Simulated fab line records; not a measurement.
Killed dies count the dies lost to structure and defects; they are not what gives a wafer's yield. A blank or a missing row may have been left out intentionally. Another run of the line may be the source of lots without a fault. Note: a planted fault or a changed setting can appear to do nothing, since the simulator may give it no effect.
What tool caused it?    flow n5_finfet    25 wafers from 9 lots sampled at 6 of the route's 1938 steps

== WHAT THE GAUGES SHOWED, per wafer ==
N5_BEOL_M4_RC_MEAS_101. Usual: DIBL_N 36.7 mV/V, standard deviation 2.4; DIBL_P 37.4 mV/V, standard deviation 2.9; IOFF_N 0.18 nA/um, standard deviation 0.05; IOFF_P 0.23 nA/um, standard deviation 0.058; ION_N 683 uA/um, standard deviation 16; ION_P 467 uA/um, standard deviation 11; SS_N 71.7 mV/dec, standard deviation 0.77; SS_P 73.5 mV/dec, standard deviation 0.87; VT_N 249 mV, standard deviation 4.3; VT_P -250 mV, standard deviation 4.4.
lot   measured      on         DIBL_N (mV/V)   DIBL_P (mV/V)   IOFF_N (nA/um)  IOFF_P (nA/um)  ION_N (uA/um)  ION_P (uA/um)  SS_N (mV/dec)   SS_P (mV/dec)   VT_N (mV)    VT_P (mV)       flag
L488  day 8 05:15   prober-01  40.3 39.0 38.0  40.8 38.0 38.5  0.21 0.17 0.17  0.26 0.21 0.23  705 685 665    477 461 456    72.5 72.2 71.6  74.6 73.5 73.4  248 250 250  -248 -254 -252  
L491  day 9 03:58   prober-01  36.8 39.4 35.4  38.4 42.4 37.2  0.15 0.25 0.14  0.23 0.32 0.21  665 709 668    467 489 464    71.2 73.4 71.2  74.1 74.4 74.1  253 245 254  -250 -246 -254  
L492  day 9 09:02   prober-01  36.1 37.2 36.5  36.6 36.7 36.5  0.17 0.17 0.17  0.26 0.24 0.24  687 664 688    481 454 474    71.3 72.0 71.9  73.1 73.6 73.3  246 249 249  -246 -246 -248  
L499  day 11 04:23  prober-01  39.9 38.0       40.6 40.3       0.24 0.19       0.30 0.28       686 673        472 465        72.7 71.8       74.0 74.7       245 247      -245 -243       
L501  day 11 11:28  prober-01  34.5 36.0       33.6 37.2       0.14 0.18       0.18 0.22       670 672        458 461        71.1 72.4       72.3 73.4       254 250      -251 -250       
L503  day 11 20:03  prober-02  34.8 32.5 34.2  37.0 34.5 36.5  0.14 0.11 0.13  0.21 0.17 0.19  662 665 658    461 463 460    71.4 70.2 70.7  73.7 72.6 73.0  254 258 255  -249 -253 -252  
L506  day 12 21:37  prober-01  37.9 34.5 35.7  40.9 35.3 38.1  0.19 0.13 0.16  0.23 0.15 0.19  669 664 666    459 449 449    72.2 71.4 71.5  73.8 72.8 73.4  248 251 247  -251 -256 -254  
L508  day 13 16:04  prober-02  37.8 34.3 33.2  37.7 34.0 33.0  0.18 0.11 0.10  0.20 0.15 0.14  684 670 668    457 468 462    71.9 71.0 70.1  74.1 72.7 72.2  248 254 257  -254 -258 -260  
L509  day 13 12:54  prober-02  36.6 37.9 37.5  38.0 38.7 39.5  0.18 0.18 0.22  0.20 0.21 0.24  698 673 697    473 456 466    71.7 71.9 72.2  73.0 73.6 73.6  247 249 243  -252 -252 -249  

== WHAT TOOL EACH LOT RAN ON (gives the tool, then ch and the chambers of the sampled wafers, and finally the start) ==
lot   N5_PMOS_HMC_CHANNEL_EPI_STRIP_33   N5_FIN_SAQP_ALD_61                N5_FIN_SAQP_DENSIFY_62           N5_FIN_SAQP_PECVD_47            N5_FIN_SAQP_MANDREL_ETCH_58
L488  rie_diel-02 ch 0,1,3, day 2 07:19  ald_sin-02 ch 1,2,3, day 2 10:03  rtp_anneal-02 ch 0, day 2 10:15  pecvd-03 ch 0,1, day 2 10:35    rie_si-02 ch 0,1,2, day 2 13:36
L491  rie_diel-06 ch 0,1,3, day 3 00:26  ald_sin-03 ch 0,2, day 3 03:12    rtp_anneal-02 ch 0, day 3 03:32  pecvd-03 ch 0,2, day 3 03:54    rie_si-02 ch 1,2,3, day 3 07:28
L492  rie_diel-02 ch 0,1,2, day 3 06:30  ald_sin-03 ch 0,1,3, day 3 10:15  rtp_anneal-01 ch 0, day 3 10:27  pecvd-03 ch 1,2, day 3 10:48    rie_si-05 ch 0,1,3, day 3 14:13
L499  rie_diel-02 ch 0,1, day 5 00:01    ald_sin-02 ch 1,2, day 5 02:53    rtp_anneal-01 ch 0, day 5 03:05  pecvd-03 ch 0,2, day 5 03:25    rie_si-05 ch 1, day 5 06:26
L501  rie_diel-02 ch 2, day 5 12:25      ald_sin-02 ch 2,3, day 5 15:30    rtp_anneal-01 ch 0, day 5 15:50  pecvd-03 ch 0,1, day 5 16:11    rie_si-01 ch 0,2, day 5 19:28
L503  rie_diel-06 ch 1,2, day 5 23:34    ald_sin-04 ch 1,3, day 6 02:48    rtp_anneal-01 ch 0, day 6 03:02  pecvd-04 ch 0,1, day 6 03:22    rie_si-05 ch 0,1,2, day 6 06:50
L506  rie_diel-05 ch 0,2,3, day 6 17:23  ald_sin-02 ch 0,2,3, day 6 20:32  rtp_anneal-02 ch 0, day 6 20:46  pecvd-04 ch 0,1,2, day 6 21:05  rie_si-01 ch 2,3, day 7 00:47
L508  rie_diel-06 ch 1,2,3, day 7 05:31  ald_sin-03 ch 1,2, day 7 08:39    rtp_anneal-02 ch 0, day 7 08:59  pecvd-01 ch 1,2, day 7 09:18    rie_si-05 ch 1,3, day 7 12:56
L509  rie_diel-06 ch 0,2,3, day 7 12:05  ald_sin-03 ch 0,2,3, day 7 14:49  rtp_anneal-01 ch 0, day 7 15:03  pecvd-01 ch 0,1, day 7 15:23    rie_si-02 ch 1,2,3, day 7 19:27
- N5_PMOS_HMC_CHANNEL_EPI_STRIP_33: strips in N2/H2.
- N5_FIN_SAQP_ALD_61: deposits SiO2, target thk 4 nm, pulse time 1 s, purge time 2 s.
- N5_FIN_SAQP_DENSIFY_62: time 60 s.
- N5_FIN_SAQP_PECVD_47: deposits a-Si from SiH4/He, target thk 45 nm, time 36.3 s.
- N5_FIN_SAQP_MANDREL_ETCH_58: etches a-Si in HBr/Cl2, stops on SiNx, target depth 45 nm, bt time 10 s, time 27 s.

== AS READ BY THE TOOLS THEMSELVES (means over the sampled wafers that have a number; for cases with no such wafer, the mark the record gives instead) ==
N5_PMOS_HMC_CHANNEL_EPI_STRIP_33. Usual: drypump_motor_current_A 5.5 A, standard deviation 0.44; h2_flow_sccm 299.9 sccm, standard deviation 1; oes_product_au 0.79 a.u., standard deviation 0.068; rf_vpp_V 54.2 V, standard deviation 1.7; showerhead_plenum_p_Torr 3.37 Torr, standard deviation 0.13; throttle_valve_pct 18.8 %, standard deviation 0.37.
lot   tool         drypump_motor_current_A (A)  h2_flow_sccm (sccm)  oes_product_au (a.u.)  rf_vpp_V (V)  showerhead_plenum_p_Torr (Torr)  throttle_valve_pct (%)  flag
L488  rie_diel-02  5.5                          300.4                0.80                   52.0          3.37                             18.8                    
L491  rie_diel-06  5.4                          300.1                0.75                   52.6          3.29                             18.5                    
L492  rie_diel-02  5.6                          301.0                0.79                   55.0          3.30                             18.6                    
L499  rie_diel-02  5.5                          300.6                0.80                   55.3          3.28                             18.5                    
L501  rie_diel-02  5.9                          300.2                0.74                   54.2          3.33                             18.8                    
L503  rie_diel-06  4.9                          300.0                0.74                   54.6          3.39                             18.7                    
L506  rie_diel-05  5.4                          300.0                0.86                   53.3          3.48                             18.8                    
L508  rie_diel-06  5.3                          299.6                0.78                   53.8          3.31                             18.6                    
L509  rie_diel-06  5.7                          299.6                0.87                   54.1          3.35                             18.5                    

N5_FIN_SAQP_ALD_61. Usual: heater_power_w 456 W, standard deviation 42; precursor_pulse_height_rel 1.000, standard deviation 0.02.
lot   tool        heater_power_w (W)  precursor_pulse_height_rel  flag
L488  ald_sin-02  444                 0.993                       
L491  ald_sin-03  443                 1.006                       
L492  ald_sin-03  471                 0.997                       
L499  ald_sin-02  482                 1.008                       
L501  ald_sin-02  404                 1.025                       
L503  ald_sin-04  455                 0.998                       
L506  ald_sin-02  424                 1.015                       
L508  ald_sin-03  436                 0.997                       
L509  ald_sin-03  466                 1.014                       

N5_FIN_SAQP_DENSIFY_62. Usual: lamp_power_pct 9.84 %, standard deviation 0.058; wafer_temp_C_max 703.3, standard deviation 0.68.
lot   tool           lamp_power_pct (%)  wafer_temp_C_max  flag
L488  rtp_anneal-02  9.84                703.0             
L491  rtp_anneal-02  9.82                703.3             
L492  rtp_anneal-01  9.84                702.9             
L499  rtp_anneal-01  9.80                704.5             
L501  rtp_anneal-01  9.88                703.7             
L503  rtp_anneal-01  9.85                703.1             
L506  rtp_anneal-02  9.85                703.5             
L508  rtp_anneal-02  9.90                704.4             
L509  rtp_anneal-01  9.81                702.8             

N5_FIN_SAQP_PECVD_47. Usual: heater_power_w 783 W, standard deviation 67; run_length_s 72.9 s, standard deviation 0.64; showerhead_plenum_p_Torr 5.67 Torr, standard deviation 0.046; showerhead_vpp_V 610 V, standard deviation 24; throttle_valve_pct 18.8 %, standard deviation 1.2.
lot   tool      heater_power_w (W)  run_length_s (s)  showerhead_plenum_p_Torr (Torr)  showerhead_vpp_V (V)  throttle_valve_pct (%)  flag
L488  pecvd-03  825                 73.3              5.69                             588                   19.0                    
L491  pecvd-03  736                 73.2              5.70                             604                   17.8                    
L492  pecvd-03  763                 73.3              5.67                             601                   18.4                    
L499  pecvd-03  708                 75.4              5.70                             611                   18.0                    OFF
L501  pecvd-03  833                 76.1              5.69                             592                   18.8                    OFF
L503  pecvd-04  793                 72.4              5.64                             644                   19.9                    
L506  pecvd-04  791                 72.7              5.63                             623                   18.9                    
L508  pecvd-01  832                 73.5              5.71                             598                   19.5                    
L509  pecvd-01  825                 73.4              5.70                             601                   20.1                    

N5_FIN_SAQP_MANDREL_ETCH_58. Usual: drypump_motor_current_A 5.8 A, standard deviation 0.52; oes_product_au 0.700 a.u., standard deviation 0.016; throttle_valve_pct 35.8 %, standard deviation 0.34.
lot   tool       drypump_motor_current_A (A)  oes_product_au (a.u.)  throttle_valve_pct (%)  flag
L488  rie_si-02  6.2                          0.694                  35.6                    
L491  rie_si-02  6.1                          0.704                  35.6                    
L492  rie_si-05  5.9                          0.694                  36.0                    
L499  rie_si-05  5.5                          0.735                  35.5                    
L501  rie_si-01  5.7                          0.719                  35.5                    
L503  rie_si-05  5.3                          0.705                  35.7                    
L506  rie_si-01  5.3                          0.711                  35.6                    
L508  rie_si-05  5.8                          0.690                  36.0                    
L509  rie_si-02  6.0                          0.697                  35.6                    

== THE ANSWER, worked out from the rows above alone ==
Rule: lot off if the mean of its wafers having a number is beyond 3 standard deviations from the usual mean. Also off: a lot with no number at a reading for which 4 or more lots have one. Where the step has rows for the other lots, those lots are counted as sound. After the gauges, taken in route order, come the tools' own readings; for these a lot's mean is taken, as printed above. At the first step where some lot is off, the reading lying furthest off is the one used; lots without a number count as furthest.
Off, at N5_FIN_SAQP_PECVD_47 on run_length_s: L499, L501.
If a tool, at that step or one of the process steps before it, ran each lot that is off and ran no sound lot following the first of them, it fits. Can't be told from this: 2 tools fit, rie_diel-02 at N5_PMOS_HMC_CHANNEL_EPI_STRIP_33, pecvd-03 at N5_FIN_SAQP_PECVD_47.

== WHAT THE SIMULATOR PUT IN ==
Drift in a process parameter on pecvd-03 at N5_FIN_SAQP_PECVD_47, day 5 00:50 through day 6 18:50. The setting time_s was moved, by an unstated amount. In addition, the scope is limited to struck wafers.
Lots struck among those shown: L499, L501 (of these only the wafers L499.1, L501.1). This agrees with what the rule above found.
